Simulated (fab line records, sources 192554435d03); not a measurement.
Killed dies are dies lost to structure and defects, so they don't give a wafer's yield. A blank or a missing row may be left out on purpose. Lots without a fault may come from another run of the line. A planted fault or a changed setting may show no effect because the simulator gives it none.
Split-lot experiment | flow n5_finfet | 7 lots, 39 wafers read, on a route of 1938 steps

THE SPLIT
At N5_DUMMY_GATE_ETCH_44 (etches poly-Si in HBr/O2, stops on SiO2, target depth 127.5 nm), the setting target_depth_a was moved away from the recipe's 1275 angstrom on 15 of the 39 wafers read, by -12.9% to +5.5%. The other wafers ran this setting at the recipe's value.

The reading is taken at the split's own step.

THE READING
oes_product_au, in a.u., at N5_DUMMY_GATE_ETCH_44 (etches poly-Si in HBr/O2, stops on SiO2, target depth 127.5 nm). Fault-free wafers of this fab line usually give 0.728 a.u., standard deviation 0.011 a.u..

wafer  | tool, chamber at the split | target_depth_a as run, angstrom | against the recipe | oes_product_au, a.u. | against lot-mates on the recipe
L074.1 | rie_si-02, 3               | 1275                            | recipe             | 0.718                | -
L074.2 | rie_si-02, 2               | 1275                            | recipe             | 0.721                | -
L074.3 | rie_si-02, 0               | 1275                            | recipe             | 0.739                | -
L074.4 | rie_si-02, 1               | 1275                            | recipe             | 0.719                | -
L074.5 | rie_si-02, 3               | 1275                            | recipe             | 0.723                | -
L074.6 | rie_si-02, 2               | 1275                            | recipe             | 0.710                | -
L076.1 | rie_si-01, 1               | 1275                            | recipe             | 0.710                | -
L076.2 | rie_si-01, 2               | 1275                            | recipe             | 0.728                | -
L076.3 | rie_si-01, 0               | 1345                            | +5.5%              | 0.700                | -0.014
L076.4 | rie_si-01, 3               | 1345                            | +5.5%              | 0.681                | -0.033
L076.5 | rie_si-01, 1               | 1275                            | recipe             | 0.704                | -
L076.6 | rie_si-01, 0               | 1345                            | +5.5%              | 0.706                | -0.008
L077.2 | rie_si-03, 3               | 1275                            | recipe             | 0.742                | -
L077.4 | rie_si-03, 1               | 1275                            | recipe             | 0.745                | -
L077.6 | rie_si-03, 3               | 1275                            | recipe             | 0.731                | -
L085.1 | rie_si-03, 3               | 1127                            | -11.6%             | 0.786                | +0.067
L085.2 | rie_si-03, 2               | 1275                            | recipe             | 0.722                | -
L085.3 | rie_si-03, 1               | 1127                            | -11.6%             | 0.782                | +0.063
L085.4 | rie_si-03, 0               | 1127                            | -11.6%             | 0.772                | +0.053
L085.5 | rie_si-03, 1               | 1275                            | recipe             | 0.725                | -
L085.6 | rie_si-03, 2               | 1275                            | recipe             | 0.711                | -
L089.1 | rie_si-01, 3               | 1231                            | -3.5%              | 0.727                | +0.005
L089.2 | rie_si-01, 1               | 1275                            | recipe             | 0.723                | -
L089.3 | rie_si-01, 0               | 1275                            | recipe             | 0.735                | -
L089.4 | rie_si-01, 2               | 1231                            | -3.5%              | 0.755                | +0.033
L089.5 | rie_si-01, 2               | 1231                            | -3.5%              | 0.760                | +0.038
L089.6 | rie_si-01, 3               | 1275                            | recipe             | 0.709                | -
L092.1 | rie_si-02, 0               | 1111                            | -12.9%             | 0.785                | +0.062
L092.2 | rie_si-02, 2               | 1275                            | recipe             | 0.715                | -
L092.3 | rie_si-02, 1               | 1275                            | recipe             | 0.720                | -
L092.4 | rie_si-02, 3               | 1111                            | -12.9%             | 0.767                | +0.044
L092.5 | rie_si-02, 2               | 1111                            | -12.9%             | 0.770                | +0.047
L092.6 | rie_si-02, 3               | 1275                            | recipe             | 0.734                | -
L096.1 | rie_si-02, 1               | 1232                            | -3.4%              | 0.731                | +0.005
L096.2 | rie_si-02, 3               | 1275                            | recipe             | 0.724                | -
L096.3 | rie_si-02, 0               | 1232                            | -3.4%              | 0.746                | +0.020
L096.4 | rie_si-02, 2               | 1275                            | recipe             | 0.713                | -
L096.5 | rie_si-02, 0               | 1275                            | recipe             | 0.742                | -
L096.6 | rie_si-02, 1               | 1232                            | -3.4%              | 0.737                | +0.011

THE FIT
A straight line over all 39 wafers: oes_product_au changes by -0.00449 a.u. for each +1% of target_depth_a; r = -0.89; the points scatter about the line by 0.012 a.u..
The same after taking each lot's own level away (the mean of its wafers on the recipe; 39 wafers): -0.00439 a.u. for each +1%; r = -0.90; scatter 0.01 a.u..
On that fit, the largest move of target_depth_a shifts the reading by 0.057 a.u..
The lots' own levels span 0.7140 to 0.7393 a.u., that is 2.3 times the standard deviation above.
So the lot-to-lot level changes the slope little: the two slopes agree.
Check: with one of the wafers moved furthest among these (-12.9%) left out of the fit, the line predicts +0.057 a.u. for it against its lot-mates. It came out at +0.062 a.u. against them.
Tool readings at the split's step, against how far the setting was moved: oes_product_au r = -0.89.

OTHER SPLITS ON THESE WAFERS
These wafers also went through other splits before the reading. Each is held against what the fit with the lots' levels taken away leaves over:
other split on the same wafers  | wafers away from the commonest value | r with oes_product_au (lot level and that fit taken away)
N5_WELL_APT_EPI_41 target_thk_a | 12                                   | +0.26
N5_FIN_CUT_CUT_ETCH_26 time_s   | 12                                   | -0.04

THE FILE'S OWN FIT
oes_product_au changes by -0.00449 a.u. for each +1% of target_depth_a, r = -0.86.
